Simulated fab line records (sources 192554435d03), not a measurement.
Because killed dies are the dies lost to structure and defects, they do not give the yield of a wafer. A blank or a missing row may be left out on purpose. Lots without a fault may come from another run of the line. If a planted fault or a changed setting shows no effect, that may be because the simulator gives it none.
Chamber matching -- flow n5-finfet -- cvd-co-02 running N5_BEOL_M0_CO_CAP_123: 3 sister chambers
The step material Co, precursor CCTBA/H2, target thk 2 nm, time 102.1 s. 3 wafers are shown with their chamber, then 11 later ones without.

== WAFERS, EACH WITH ITS CHAMBER ==
wafer,chamber,heater-power-w (W)
L084.2,1,243
L084.6,0,222
L085.2,2,231

== WAFERS WITHOUT THEIR CHAMBER ==
wafer,heater-power-w (W)
L085.3,220
L085.5,236
L087.3,234
L087.4,228
L087.5,227
L089.1,239
L089.3,226
L089.5,222
L092.2,246
L092.4,238
L092.6,228

== EACH ONE'S CHAMBER ==
wafer,from the rows above,in truth
L085.3,0,0
L085.5,can't be placed: 2 or 1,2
L087.3,can't be placed: 2 or 1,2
L087.4,can't be placed: 2 or 0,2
L087.5,can't be placed: 2 or 0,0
L089.1,can't be placed: 1 or 2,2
L089.3,can't be placed: 0 or 2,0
L089.5,0,0
L092.2,1,1
L092.4,can't be placed: 1 or 2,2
L092.6,can't be placed: 2 or 0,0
Placed correctly: 3 of 11. Not placeable from these rows: 8 (in 8, the candidates include the true chamber). Number placed wrongly: 0.
How it was worked out, from the rows above alone: a wafer's distance from a chamber is the root of the sum, over the readings, of the square of ((its reading less the chamber's mean) divided by the reading's scatter). The wafer belongs to the nearest chamber; if the next one is less than 2 further off, it can't be placed. Each chamber's mean is taken over the wafers shown for it. The scatter: with one shown wafer a chamber, the root of the mean of the squares of how far each hidden wafer lies from its nearest shown one.
